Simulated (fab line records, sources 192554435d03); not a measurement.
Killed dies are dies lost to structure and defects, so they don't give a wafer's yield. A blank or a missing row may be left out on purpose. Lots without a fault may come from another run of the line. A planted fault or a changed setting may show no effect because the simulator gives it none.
fab line records | flow n5_finfet
record lots=9 wafers=24 last_day=18
route steps=1938 shown BEOL_M4@1063 PASSIVATION@1936
lots that met no fault: from a run of the same line without faults
start_h: hours from the record's first day to the start of the lot's first wafer shown | wait_h: hours since the lot's step before | " the same as in the row above | L1.1+2: a row that stands for several wafers | - no value, or no start given | * or withheld: withheld | < > ~ a bound
route shown NAME@n: a module of which the file shows steps, and the number in the route of the first | usual: mean/standard deviation of fault-free wafers | same: alike in all rows | chamber/n: place in a boat | sites: the reading at each site | _std_site: their standard deviation | _edge_site: outer sites' mean less inner sites' | radius_mm: how far each site lies from the wafer's centre | mask NAME#n: copy n | behind: the tool/chamber that last shaped the wafer | hold: why the lot was held/for how many hours/how that ended | device: the transistor (n, p or np) that didn't switch | end of line: the same wafers' tests at the end of the route | a step without rows: its recipe alone | killed: dies lost to structure and defects at the first sort, not the wafer's yield | map: a wafer's dies, x killed, . not, _ none there
set.NAME: the setting as run; set.NAME@STEP: as run at that earlier step | model.NAME: the simulator's own value behind a step, which no gauge read
steps of the route over a sample of lots; a table a step, a row a wafer
services: from which hour (start_h, from the record's first day; less than 0 if before it) a tool's chamber was out of use, for how many hours, and why
## steps
# step N5_BEOL_M4_ETCHBACK_99
# recipe chemistry=CHF3 target=SiO2 target_depth_a=50 time_s=10.4 source_w=215 bias_w=47 Ar_flow_sccm=200 CHF3_flow_sccm=12 ion_energy_ev=100 pressure_mtorr=30
# usual drypump_motor_current_A=5.7/0.41 mfc_ar_sccm=199.9/0.62 oes_ar_750_au=0.82/0.096 oes_product_au=0.82/0.099 rf_vpp_V=242/10 showerhead_plenum_p_Torr=2.17/0.052 throttle_valve_pct=16.99/0.24
# columns lot.wafer tool chamber start_h wait_h drypump_motor_current_A mfc_ar_sccm oes_ar_750_au oes_product_au rf_hours_counter_h rf_vpp_V showerhead_plenum_p_Torr throttle_valve_pct
L486.2 rie_diel-06 0 185.11 4.0 5.3 199.4 0.68 0.68 213 231 2.08 17.39
L486.3 " 3 " " 5.7 200.7 0.90 0.89 25 236 2.18 16.64
L490.1 rie_diel-04 1 192.75 4.4 5.4 201.6 0.71 0.70 236 237 2.19 17.09
L490.3 " 0 " " 5.3 200.6 0.69 0.67 248 252 2.22 17.52
L490.4 " 2 " " 5.9 200.1 0.79 0.82 112 251 2.25 17.11
L493.5 rie_diel-06 2 228.42 6.5 6.3 199.8 0.91 0.90 - 256 2.17 16.73
L493.6 " 1 " " 6.5 199.6 0.93 0.95 - 250 2.21 16.71
L495.1 rie_diel-05 2 250.41 15.6 5.7 200.5 0.74 0.75 147 250 2.22 17.01
L495.2 " 1 " " 6.1 199.8 0.84 0.86 57 242 2.19 16.74
L495.6 " 0 " " 5.4 200.7 0.85 0.86 - 245 2.11 16.96
L498.1 rie_diel-05 1 262.46 0.9 6.1 200.1 0.83 0.85 62 240 2.19 16.76
L498.2 " 0 " " 5.4 198.8 0.83 0.85 41 246 2.11 16.97
L498.3 " 2 " " 5.7 200.6 0.74 0.75 153 250 2.22 17.03
L502.1 rie_diel-06 1 295.08 13.4 6.5 200.4 0.89 0.90 39 250 2.20 16.75
L502.3 " 2 " " 6.4 199.7 0.87 0.88 52 255 2.17 16.78
L502.4 " 3 " " 5.7 200.0 0.83 0.83 61 235 2.17 16.73
L505.1 rie_diel-04 3 300.73 8.3 5.3 198.9 0.96 0.95 8 221 2.11 16.99
L505.2 " 0 " " 5.3 200.1 0.88 0.88 37 251 2.20 17.06
L505.4 " 1 " " 5.4 199.1 0.92 0.92 20 238 2.18 16.72
L507.2 rie_diel-05 2 308.78 10.9 5.7 200.8 0.73 0.73 174 248 2.22 17.05
L507.4 " 2 " " 5.7 200.6 0.72 0.73 - 248 2.22 17.08
L506.4 rie_diel-05 1 320.90 14.8 6.1 201.6 0.81 0.82 88 240 2.18 16.80
L506.5 " 1 " " 6.1 200.0 0.80 0.82 - 239 2.18 16.81
L506.6 " 0 " " 5.3 199.8 0.80 0.81 - 245 2.10 17.03
# step N5_BEOL_M4_VIA_ETCH_34
# recipe chemistry=C4F6/O2 target_depth_a=694 mask_material=SOC pressure_mtorr=15 ion_energy_ev=250 taper_deg=4 time_s=65.9 source_w=350 bias_w=170 Ar_flow_sccm=300 C4F6_flow_sccm=10 O2_flow_sccm=10
# usual drypump_motor_current_A=5.7/0.42 mfc_ar_sccm=299.9/0.87 oes_ar_750_au=0.82/0.094 oes_product_au=0.82/0.1 rf_vpp_V=670/28 showerhead_plenum_p_Torr=2.87/0.067 throttle_valve_pct=30.67/0.23
# columns lot.wafer tool chamber start_h wait_h drypump_motor_current_A mfc_ar_sccm oes_ar_750_au oes_product_au rf_hours_counter_h rf_vpp_V showerhead_plenum_p_Torr throttle_valve_pct
L486.2 rie_diel-06 0 185.26 0.0 5.3 300.5 0.69 0.68 213 638 2.75 31.11
L486.3 " 3 " " 5.7 298.4 0.89 0.88 25 652 2.88 30.36
L490.1 rie_diel-04 1 192.89 0.0 5.4 299.4 0.72 0.70 236 657 2.89 30.51
L490.3 " 0 " " 5.3 301.8 0.69 0.68 248 697 2.93 31.31
L490.4 " 2 " " 5.8 300.0 0.79 0.82 112 693 2.97 30.71
L493.5 rie_diel-06 2 228.57 0.0 6.4 298.6 0.91 0.90 - 703 2.87 30.44
L493.6 " 1 " " 6.5 299.8 0.94 0.94 - 694 2.91 30.48
L495.1 rie_diel-05 2 250.55 0.0 5.7 300.3 0.74 0.74 147 689 2.94 30.54
L495.2 " 1 " " 6.1 299.4 0.84 0.84 57 666 2.89 30.55
L495.6 " 0 " " 5.3 298.9 0.85 0.86 - 679 2.78 30.95
L498.1 rie_diel-05 1 262.60 0.0 6.2 299.5 0.83 0.85 62 665 2.89 30.54
L498.2 " 0 " " 5.4 299.6 0.83 0.86 41 678 2.78 30.96
L498.3 " 2 " " 5.7 299.5 0.74 0.75 153 688 2.93 30.55
L502.1 rie_diel-06 1 295.22 0.0 6.5 301.0 0.89 0.90 39 692 2.90 30.49
L502.3 " 2 " " 6.4 300.2 0.87 0.89 52 702 2.86 30.45
L502.4 " 3 " " 5.7 298.5 0.83 0.83 61 650 2.86 30.41
L505.1 rie_diel-04 3 300.87 0.0 5.3 300.1 0.95 0.95 8 609 2.78 30.87
L505.2 " 0 " " 5.3 299.6 0.88 0.88 37 695 2.91 30.73
L505.4 " 1 " " 5.4 299.5 0.91 0.92 20 655 2.87 30.41
L507.2 rie_diel-05 2 308.92 0.0 5.7 300.2 0.72 0.74 174 689 2.92 30.57
L507.4 " 2 " " 5.7 301.0 0.73 0.73 - 689 2.92 30.55
L506.4 rie_diel-05 1 321.04 0.0 6.1 299.1 0.80 0.82 88 665 2.87 30.57
L506.5 " 1 " " 6.0 298.9 0.81 0.82 - 664 2.87 30.58
L506.6 " 0 " " 5.3 300.8 0.81 0.82 - 678 2.77 30.98
# step N5_BEOL_M4_ALD_84
# recipe material=TaN target_thk_a=* temp_c=275 ald_precursor_family=PDMAT ald_co_reactant=NH3 pressure_torr=3 carrier_flow_sccm=1500 pulse_time_s=2 purge_time_s=3 co_reactant_purge_time_s=2 co_reactant_pulse_time_s=3 ald_cycles=30 precursor_vessel_temp_c=75 precursor_vessel_pressure_torr=26.25 precursor_vessel_carrier_sccm=1000
# usual ald_cycles=30/0 chamber_pressure_Torr=3.000/0.0058 heater_power_w=417/33 precursor_vessel_pressure_torr=26.25/0.056
# columns lot.wafer tool chamber start_h wait_h ald_cycles chamber_pressure_Torr heater_power_w precursor_vessel_pressure_torr
L486.2 ald_metal-01 2 186.02 0.1 30 3.004 447 26.28
L486.3 " 0 " " 30 2.998 427 26.27
L490.1 ald_metal-02 1 194.97 0.0 30 3.004 413 26.36
L490.3 " 2 " " 30 2.999 377 26.33
L490.4 " 0 " " 30 3.000 420 26.22
L493.5 ald_metal-03 3 229.86 0.1 30 2.993 354 26.17
L493.6 " 2 " " 30 3.003 457 26.29
L495.1 ald_metal-03 2 251.14 0.0 30 2.999 448 26.21
L495.2 " 1 " " 30 2.996 494 26.21
L495.6 " 0 " " 30 3.002 429 26.23
L498.1 ald_metal-03 2 264.42 0.0 30 2.985 462 26.20
L498.2 " 0 " " 30 3.001 405 26.26
L498.3 " 3 " " 30 3.001 354 26.22
L502.1 ald_metal-01 2 296.31 0.0 - - - -
L502.3 " 3 " " - - - -
L502.4 " 1 " " - - - -
L505.1 ald_metal-03 2 301.74 0.0 - - - -
L505.2 " 1 " " - - - -
L505.4 " 3 " " - - - -
L507.2 ald_metal-02 3 309.67 0.0 30 2.986 435 26.16
L507.4 " 1 " " 30 2.989 415 26.22
L506.4 ald_metal-02 0 321.64 0.0 30 2.999 423 26.26
L506.5 " 0 " " 30 3.006 422 26.28
L506.6 " 1 " " 30 2.995 412 26.26
# step N5_BEOL_M4_SPUTTER_48
# recipe material=Cu target_thk_a=45 temp_c=-20 chamber_pressure_pa=0.07 power_w=withheld time_s=8.29
# usual chuck_gas_flow_sccm=1.26/0.052 throttle_valve_pct=30.3/0.97
# columns lot.wafer tool chamber start_h wait_h chuck_gas_flow_sccm throttle_valve_pct
L486.2 pvd_sputter-03 - 188.50 1.6 1.31 28.9
L486.3 " - " " 1.30 31.1
L490.1 pvd_sputter-01 - 195.49 0.1 1.35 30.0
L490.3 " - " " 1.27 31.5
L490.4 " - " " 1.28 28.6
L493.5 pvd_sputter-01 - 230.85 0.4 1.30 31.7
L493.6 " - " " 1.28 28.9
L495.1 pvd_sputter-02 - 253.00 1.4 1.28 31.7
L495.2 " - " " 1.23 30.2
L495.6 " - " " 1.24 30.0
L498.1 pvd_sputter-02 - 265.88 0.3 1.32 29.3
L498.2 " - " " 1.30 31.9
L498.3 " - " " 1.23 30.0
L502.1 pvd_sputter-02 - 298.29 1.1 1.37 30.0
L502.3 " - " " 1.29 31.8
L502.4 " - " " 1.31 30.2
L505.1 pvd_sputter-01 - 302.28 0.1 1.30 30.1
L505.2 " - " " 1.20 30.5
L505.4 " - " " 1.19 31.5
L507.2 pvd_sputter-03 - 310.23 0.1 1.24 29.1
L507.4 " - " " 1.22 31.4
L506.4 pvd_sputter-03 - 322.12 0.0 1.24 29.6
L506.5 " - " " 1.22 30.7
L506.6 " - " " 1.15 31.5
# step N5_BEOL_M4_CMP_52
# recipe stop_on=SiOC t_overpolish_s=6.8 down_force_psi=1 platen_rpm=50 clearing_platen_down_force_psi=1.5 clearing_platen_rpm=50 post_cmp_clean=cu_alkaline target_thk_nm=40 clearing_platen_pad_velocity_m_s=0.99484 pad_velocity_m_s=0.99484
# usual barrier_field_endpoint_s=24.8/0.68 motor_current_A=6.0/0.7 slurry_flow_ml_min=150.0/0.45
# columns lot.wafer tool chamber start_h wait_h barrier_field_endpoint_s motor_current_A slurry_flow_ml_min
L486.3 cmp-02 3 190.75 0.2 24.2 6.8 151.0
L486.2 " 0 " " 24.7 5.5 150.0
L490.1 cmp-02 2 197.74 0.3 24.4 6.2 150.1
L490.4 " 3 " " 25.3 6.7 150.1
L490.3 " 0 " " 24.8 5.8 150.0
L493.5 cmp-01 1 233.23 0.2 24.0 7.6 149.5
L493.6 " 2 " " 25.5 6.0 150.9
L495.2 cmp-01 0 255.29 0.2 24.1 5.2 149.1
L495.1 " 1 " " 23.7 6.8 149.5
L495.6 " 3 " " 25.3 5.0 149.3
L498.3 cmp-02 0 268.21 0.2 24.3 5.9 150.6
L498.1 " 1 " " 23.7 5.7 150.4
L498.2 " 2 " " 24.1 6.3 149.9
L502.4 cmp-01 0 300.81 0.2 22.6 5.5 149.4
L502.1 " 1 " " 22.2 7.6 149.0
L502.3 " 3 " " 23.3 5.1 150.3
L505.1 cmp-02 3 305.42 0.3 22.1 6.5 149.6
L505.2 " 1 " " 23.1 5.8 149.7
L505.4 " 2 " " 22.6 6.0 150.0
L507.4 cmp-03 3 312.57 0.2 25.1 5.9 150.0
L507.2 " 0 " " 25.6 5.8 150.0
L506.4 cmp-01 0 324.45 0.2 24.3 5.4 150.3
L506.5 " 2 " " 25.8 6.0 149.6
L506.6 " 3 " " 25.0 4.6 150.5
# step N5_BEOL_M4_RC_MEAS_101
# usual DIBL_N=36.1/2 DIBL_P=36.3/2.5 IOFF_N=0.16/0.037 IOFF_P=0.21/0.039 ION_N=678/15 ION_P=465/8.7 SS_N=71.4/0.7 SS_P=73.3/0.74 VT_N=249/3.6 VT_P=-250.0/2.9
# columns lot.wafer tool chamber start_h wait_h DIBL_N[mV/V] DIBL_P[mV/V] IOFF_N[nA/um] IOFF_P[nA/um] ION_N[uA/um] ION_P[uA/um] SS_N[mV/dec] SS_P[mV/dec] VT_N[mV] VT_P[mV]
L486.2 prober-01 0 191.52 0.2 35.7 35.4 0.14 0.17 675 457 70.6 73.0 254 -255.2
L486.3 " 0 " " 37.6 37.8 0.18 0.22 674 460 72.1 74.7 249 -249.7
L490.1 prober-01 0 198.46 0.1 34.8 35.2 0.14 0.18 687 470 71.5 72.7 251 -250.1
L490.3 " 0 " " 34.5 35.1 0.13 0.17 670 459 71.3 73.1 251 -251.9
L490.4 " 0 " " 38.4 40.7 0.21 0.27 687 472 72.4 74.3 244 -245.6
L493.5 prober-01 0 234.30 0.6 33.9 33.0 0.12 0.17 663 464 71.1 72.9 255 -251.0
L493.6 " 0 " " 37.4 38.3 0.17 0.26 678 469 71.9 74.4 249 -245.3
L495.1 prober-01 0 255.86 0.0 34.2 32.9 0.12 0.19 666 463 70.9 72.2 253 -250.1
L495.2 " 0 " " 35.7 34.2 0.14 0.20 675 466 71.2 73.9 252 -249.2
L495.6 " 0 " " 39.3 38.5 0.20 0.28 667 456 73.3 73.9 247 -248.1
L498.1 prober-01 0 268.83 0.0 38.4 37.4 0.20 0.24 668 460 72.1 74.1 250 -247.2
L498.2 " 0 " " 33.5 33.7 0.13 0.19 669 463 70.5 73.0 251 -248.7
L498.3 " 0 " " 37.6 38.1 0.20 0.26 702 478 71.5 74.3 245 -247.0
L507.2 prober-02 0 313.26 0.2 34.2 34.1 0.13 0.18 676 466 70.1 73.3 251 -251.3
L507.4 " 0 " " 36.9 37.5 0.16 0.23 672 468 71.6 74.1 251 -249.1
L506.4 prober-01 0 325.44 0.5 39.8 41.0 0.25 0.31 702 476 72.3 74.4 242 -245.9
L506.5 " 0 " " 36.3 37.9 0.17 0.25 687 474 71.1 74.2 246 -244.9
L506.6 " 0 " " 37.8 38.1 0.21 0.24 689 460 72.4 74.1 244 -248.1
# step N5_PASSIVATION_PROBE_49
# usual defect_limited_yield=91.1/1.3 killed_at_M0_to_M3=32/9.7 killed_at_M4_up=16/6 killed_at_contacts=12/5.9 killed_at_front_end=41/11 killed_at_other=4/3.1 killed_dies=104/16 killed_on_rim=14/4 killed_open=68/12 killed_short=34/7.4 sort_bin_4_leakage=0/0 sort_bin_5_function=5.1/0.85 sort_bin_6_memory=3.3/0.66 sort_n_pass=1075/16 sort_yield_pct=91.1/1.4
# same gross_dies=1180 killed_at_back_side=0 sort_bin_8_speed[%]=0
# columns lot.wafer tool chamber start_h wait_h defect_limited_yield[%] killed_at_M0_to_M3 killed_at_M4_up killed_at_contacts killed_at_front_end killed_at_other killed_dies killed_on_rim killed_open killed_short sort_bin_4_leakage[%] sort_bin_5_function[%] sort_bin_6_memory[%] sort_n_pass sort_yield_pct[%]
L486.2 prober-01 - 309.99 0.1 92.1 33 9 10 40 1 93 12 68 23 0 4.4 3.2 1087 92.1
L486.3 prober-01 - 310.04 0.1 89.2 36 15 5 59 12 127 20 82 37 0 5.9 4.5 1053 89.2
L490.1 prober-02 - 319.56 0.2 90.3 34 15 11 51 3 114 12 80 34 0 4.4 5.0 1066 90.3
L490.3 prober-02 - 319.66 0.3 89.9 47 14 15 41 2 119 15 85 32 0 6.3 3.3 1061 89.9
L490.4 prober-02 - 319.71 0.3 92.4 29 13 11 34 3 90 11 59 30 0 4.8 2.6 1090 92.4
L493.5 prober-02 - 343.45 0.2 91.4 48 12 16 23 2 101 16 66 35 0 5.1 3.3 1079 91.4
L493.6 prober-02 - 343.50 0.3 92.2 30 14 13 31 4 92 8 65 26 0 4.7 2.9 1088 92.2
L495.1 prober-02 - 365.95 0.0 88.6 29 18 32 56 0 135 23 94 37 0 6.5 4.6 1045 88.6
L495.2 prober-02 - 366.00 0.1 92.5 19 14 11 42 2 88 13 57 30 0 4.2 2.9 1092 92.5
L495.6 prober-02 - 366.20 0.3 91.9 22 14 27 33 0 96 11 71 25 0 5.0 3.1 1084 91.9
L498.1 prober-01 - 370.58 0.0 90.8 28 15 14 51 1 109 24 66 39 0 5.6 3.1 1071 90.8
L498.2 prober-01 - 370.63 0.1 91.1 11 30 5 57 2 105 10 74 27 0 5.0 3.8 1075 91.1
L498.3 prober-01 - 370.68 0.1 89.6 31 17 15 60 0 123 19 86 27 0 5.8 3.7 1057 89.6
L502.1 prober-01 - 412.94 0.0 0 30 1079 9 59 3 1180 152 58 38 90.68 4.7 3.3 0 0
L502.3 prober-01 - 413.04 0.1 0 48 1048 16 66 2 1180 152 87 51 88.31 6.5 4.8 0 0
L502.4 prober-01 - 413.09 0.2 0 37 1094 11 34 4 1180 152 67 30 91.53 4.7 3.4 0 0
L505.1 prober-02 - 418.20 0.0 0 24 1089 22 39 6 1180 152 59 43 90.85 4.8 3.4 0 0
L505.2 prober-02 - 418.25 0.1 0 30 1101 16 28 5 1180 152 66 32 91.61 5.7 2.5 0 0
L505.4 prober-02 - 418.35 0.2 0 25 1117 2 36 0 1180 152 50 32 93.05 4.1 2.5 0 0
L506.4 prober-01 - 430.62 0.2 91.5 35 13 8 32 12 100 19 60 34 0 4.9 2.9 1080 91.5
L506.5 prober-01 - 430.67 0.2 89.9 36 20 7 49 7 119 21 68 43 0 4.9 3.8 1061 89.9
L506.6 prober-01 - 430.72 0.3 90.7 30 25 10 35 10 110 19 77 32 0 5.3 3.8 1070 90.7
L507.2 prober-02 - 442.78 0.6 89.1 38 13 13 60 5 129 15 87 34 0 6.8 3.1 1051 89.1
L507.4 prober-02 - 442.88 0.7 91.1 40 9 8 48 0 105 16 60 43 0 5.1 3.5 1075 91.1
# killed by level:class
L486.2 BEOL_M3:geometric_particle:open=13 FIN_SAQP:geometric_particle:open=12 STI_FIN_REVEAL:geometric_particle:open=10 BEOL_M0:geometric_particle:open=7 MOL_CONTACT_COAG:geometric_particle:short=6 FIN_SAQP:geometric_particle:short=4 STARTING-WAFER:geometric_particle:open=4 MOL_CONTACT_COAG:geometric_particle:open=4
L486.3 FIN_SAQP:geometric_particle:open=17 DUMMY_GATE:geometric_particle:open=11 BEOL_M1:geometric_particle:open=10 FIN_SAQP:geometric_particle:short=9 STI_FIN_REVEAL:geometric_particle:open=7 PASSIVATION:area_etch=7 BEOL_M3:geometric_particle:open=6 BEOL_M4:geometric_particle:open=5
L490.1 FIN_SAQP:geometric_particle:short=13 BEOL_M1:geometric_particle:open=13 FIN_SAQP:geometric_particle:open=10 STI_FIN_REVEAL:geometric_particle:open=9 BEOL_M2:geometric_particle:open=9 MOL_CONTACT_COAG:geometric_particle:open=8 BEOL_M3:geometric_particle:open=6 BEOL_M4:geometric_particle:open=6
L490.3 MOL_CONTACT_COAG:geometric_particle:open=12 BEOL_M1:geometric_particle:open=11 FIN_SAQP:geometric_particle:open=11 BEOL_M2:geometric_particle:open=9 STI_FIN_REVEAL:geometric_particle:open=8 BEOL_M3:geometric_particle:open=8 FIN_SAQP:geometric_particle:short=7 BEOL_M4:geometric_particle:open=7
L490.4 BEOL_M1:geometric_particle:open=11 FIN_SAQP:geometric_particle:short=9 MOL_CONTACT_COAG:geometric_particle:open=9 FIN_SAQP:geometric_particle:open=6 BEOL_M5:geometric_particle:open=6 BEOL_M0_SAQP:geometric_particle:short=5 DUMMY_GATE:geometric_particle:open=4 GATE_CUT:geometric_particle:open=4
L493.5 MOL_CONTACT_COAG:geometric_particle:open=14 BEOL_M0_SAQP:geometric_particle:short=11 BEOL_M3:geometric_particle:open=10 BEOL_M0_SAQP:geometric_particle:open=8 BEOL_M2:geometric_particle:open=6 BEOL_M2:geometric_particle:short=6 FIN_SAQP:geometric_particle:open=4 STI_FIN_REVEAL:geometric_particle:open=3
L493.6 MOL_CONTACT_COAG:geometric_particle:open=11 BEOL_M0_SAQP:geometric_particle:open=8 BEOL_M0_SAQP:geometric_particle:short=8 FIN_SAQP:geometric_particle:open=6 BEOL_M4:geometric_particle:open=6 GATE_CUT:geometric_particle:short=4 STI_FIN_REVEAL:geometric_particle:open=4 GATE_CUT:geometric_particle:open=4
L495.1 MOL_CONTACT_COAG:geometric_particle:open=20 FIN_SAQP:geometric_particle:open=14 BEOL_M2:geometric_particle:open=13 MOL_CONTACT_COAG:geometric_particle:short=10 BEOL_M4:geometric_particle:open=10 STI_FIN_REVEAL:geometric_particle:open=7 DUMMY_GATE:geometric_particle:open=7 FIN_SAQP:geometric_particle:short=6
L495.2 FIN_SAQP:geometric_particle:open=18 MOL_CONTACT_COAG:geometric_particle:open=8 BEOL_M0_SAQP:geometric_particle:open=5 FIN_SAQP:geometric_particle:short=4 STI_FIN_REVEAL:geometric_particle:open=4 DUMMY_GATE:geometric_particle:open=4 BEOL_M1:geometric_particle:open=3 MOL_CONTACT_COAG:geometric_particle:short=3
L495.6 MOL_CONTACT_COAG:geometric_particle:open=22 FIN_SAQP:geometric_particle:open=10 STI_FIN_REVEAL:geometric_particle:open=5 MOL_CONTACT_COAG:geometric_particle:short=5 BEOL_M0_SAQP:geometric_particle:open=5 BEOL_M2:geometric_particle:open=5 BEOL_M5:geometric_particle:open=5 FIN_SAQP:geometric_particle:short=4
L498.1 FIN_SAQP:geometric_particle:open=17 FIN_SAQP:geometric_particle:short=15 MOL_CONTACT_COAG:geometric_particle:open=12 BEOL_M2:geometric_particle:open=10 BEOL_M4:geometric_particle:open=7 BEOL_M0_SAQP:geometric_particle:short=6 BEOL_M2:geometric_particle:short=5 GATE_CUT:geometric_particle:open=4
L498.2 BEOL_M4:geometric_particle:open=17 FIN_SAQP:geometric_particle:open=16 FIN_SAQP:geometric_particle:short=13 MOL_CONTACT_COAG:geometric_particle:open=5 STI_FIN_REVEAL:geometric_particle:open=5 GATE_CUT:geometric_particle:open=5 STARTING-WAFER:geometric_particle:open=5 BEOL_M5:geometric_particle:open=5
L498.3 FIN_SAQP:geometric_particle:open=12 MOL_CONTACT_COAG:geometric_particle:open=11 BEOL_M2:geometric_particle:open=11 STI_FIN_REVEAL:geometric_particle:open=10 HKMG_FIN:area_etch=9 FIN_SAQP:geometric_particle:short=7 BEOL_M1:geometric_particle:open=7 DUMMY_GATE:geometric_particle:open=6
L502.1 BEOL_M4:area_ald=1054 M4:area_ald=16 HKMG_FIN:area_etch=14 FIN_SAQP:geometric_particle:short=9 STI_FIN_REVEAL:geometric_particle:open=9 BEOL_M3:geometric_particle:open=9 MOL_CONTACT_COAG:geometric_particle:open=6 ILD0:geometric_particle:short=5
L502.3 BEOL_M4:area_ald=1030 FIN_SAQP:geometric_particle:open=20 FIN_SAQP:geometric_particle:short=18 BEOL_M3:geometric_particle:open=18 MOL_CONTACT_COAG:geometric_particle:open=15 M4:area_ald=12 DUMMY_GATE:geometric_particle:open=8 BEOL_M0_SAQP:geometric_particle:short=7
L502.4 BEOL_M4:area_ald=1064 M4:area_ald=16 MOL_CONTACT_COAG:geometric_particle:open=10 BEOL_M1:geometric_particle:open=10 FIN_SAQP:geometric_particle:open=7 DUMMY_GATE:geometric_particle:open=7 BEOL_M3:geometric_particle:open=7 BEOL_M0_SAQP:geometric_particle:short=6
L505.1 BEOL_M4:area_ald=1051 M4:area_ald=21 MOL_CONTACT_COAG:geometric_particle:open=17 BEOL_M2:geometric_particle:open=8 FIN_SAQP:geometric_particle:short=7 GATE_CUT:geometric_particle:short=6 STI_FIN_REVEAL:geometric_particle:open=5 MOL_CONTACT_COAG:geometric_particle:short=5
L505.2 BEOL_M4:area_ald=1064 M4:area_ald=17 MOL_CONTACT_COAG:geometric_particle:open=11 BEOL_M4:geometric_particle:open=9 BEOL_M0_SAQP:geometric_particle:open=8 STI_FIN_REVEAL:geometric_particle:open=7 FIN_SAQP:geometric_particle:short=6 MOL_CONTACT_COAG:geometric_particle:short=5
L505.4 BEOL_M4:area_ald=1076 M4:area_ald=22 BEOL_M4:geometric_particle:open=9 FIN_SAQP:geometric_particle:short=7 BEOL_M0_SAQP:geometric_particle:short=7 BEOL_M1:geometric_particle:open=7 GATE_CUT:geometric_particle:open=5 GATE_CUT:geometric_particle:short=5
L506.4 BEOL_M3:geometric_particle:open=11 FIN_SAQP:geometric_particle:open=8 MOL_CONTACT_COAG:geometric_particle:open=7 BEOL_M0_SAQP:geometric_particle:short=6 BEOL_M4:geometric_particle:open=6 HKMG_FIN:area_etch=6 FIN_SAQP:geometric_particle:short=4 BEOL_M0_SAQP:geometric_particle:open=4
L506.5 FIN_SAQP:geometric_particle:short=10 BEOL_M3:geometric_particle:open=9 STI_FIN_REVEAL:geometric_particle:open=8 BEOL_M4:geometric_particle:open=8 HKMG_FIN:area_etch=8 BEOL_M2:geometric_particle:short=6 BEOL_M0_SAQP:geometric_particle:short=5 DUMMY_GATE:geometric_particle:open=5
L506.6 FIN_SAQP:geometric_particle:short=13 BEOL_M4:geometric_particle:open=12 MOL_CONTACT_COAG:geometric_particle:open=10 BEOL_M3:geometric_particle:open=9 BEOL_M2:geometric_particle:open=7 BEOL_M0_SAQP:geometric_particle:short=6 FIN_SAQP:geometric_particle:open=5 STARTING-WAFER:geometric_particle:open=5
L507.2 FIN_SAQP:geometric_particle:open=18 FIN_SAQP:geometric_particle:short=14 MOL_CONTACT_COAG:geometric_particle:open=11 STI_FIN_REVEAL:geometric_particle:open=8 BEOL_M0_SAQP:geometric_particle:open=8 HKMG_FIN:area_etch=8 BEOL_M1:geometric_particle:open=7 BEOL_M3:geometric_particle:open=7
L507.4 STI_FIN_REVEAL:geometric_particle:open=12 BEOL_M0_SAQP:geometric_particle:short=12 FIN_SAQP:geometric_particle:short=9 FIN_SAQP:geometric_particle:open=9 BEOL_M1:geometric_particle:open=8 DUMMY_GATE:geometric_particle:open=6 MOL_CONTACT_COAG:geometric_particle:open=6 BEOL_M2:geometric_particle:open=5
## services
# columns tool chamber start_h hours kind
cmp-02 - 163.44 3.8 pm
ald_metal-01 - 163.46 14.6 pm
rie_diel-05 0 167.07 5.0 repair
rie_diel-04 2 175.54 3.6 repair
ald_metal-02 - 178.46 6.0 pm
rie_diel-05 1 183.42 12.0 repair
rie_diel-05 - 205.16 0.7 repair
ald_metal-01 2 216.17 2.4 repair
rie_diel-05 - 218.37 0.1 repair
ald_metal-02 3 226.31 2.8 repair
rie_diel-05 3 242.46 40.9 repair
ald_metal-01 0 244.90 1.6 repair
ald_metal-02 2 249.40 6.7 repair
rie_diel-04 1 252.29 3.0 repair
ald_metal-01 0 255.86 4.0 repair
ald_metal-03 1 262.22 8.8 repair
ald_metal-02 2 266.93 17.2 repair
rie_diel-06 2 275.94 2.5 repair
ald_metal-02 - 277.86 2.8 pm
cmp-01 - 278.70 4.0 pm
ald_metal-03 1 282.50 6.5 repair
cmp-01 - 284.29 0.9 repair
cmp-02 - 320.10 1.7 repair
cmp-02 - 323.33 4.0 pm
## key
first_sign step=N5_BEOL_M4_ALD_84 reading=tool_record direction=missing
effect step=N5_BEOL_M4_CMP_52 reading=barrier_field_endpoint_s direction=down sigmas=3.2 usual=24.8 struck=22.7
effect step=N5_PASSIVATION_PROBE_49 reading=sort_bin_4_leakage direction=up sigmas=99+ usual=0 struck=91.00
more_kills_born_at N5_BEOL_M4_ALD_84@ald_metal-03=3250 N5_BEOL_M4_ALD_84@ald_metal-01=3192
met_at N5_BEOL_M4_ALD_84
struck_lots L502,L505
later_rows_left_out L502.1,L502.3,L502.4,L505.1,L505.2,L505.4
baseline_loss step=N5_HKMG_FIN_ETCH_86 wafers=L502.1
not_acting_at N5_BEOL_M4_ETCHBACK_99,N5_BEOL_M4_VIA_ETCH_34,N5_BEOL_M4_SPUTTER_48
onset_between 264.42 296.31
fault kind=skipped_step_whole tool=ald_metal-01,ald_metal-03 chamber=- onset_h=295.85 steps=N5_BEOL_M4_ALD_84 scope=struck_lots_only
# later_rows_left_out: the simulator's readings of these wafers behind a module that went badly wrong aren't trusted and aren't shown, but for the sort
# baseline_loss: these wafers lose ten dies or more at that step, a loss of the line's own and not of a fault; the sort's usual values leave them out
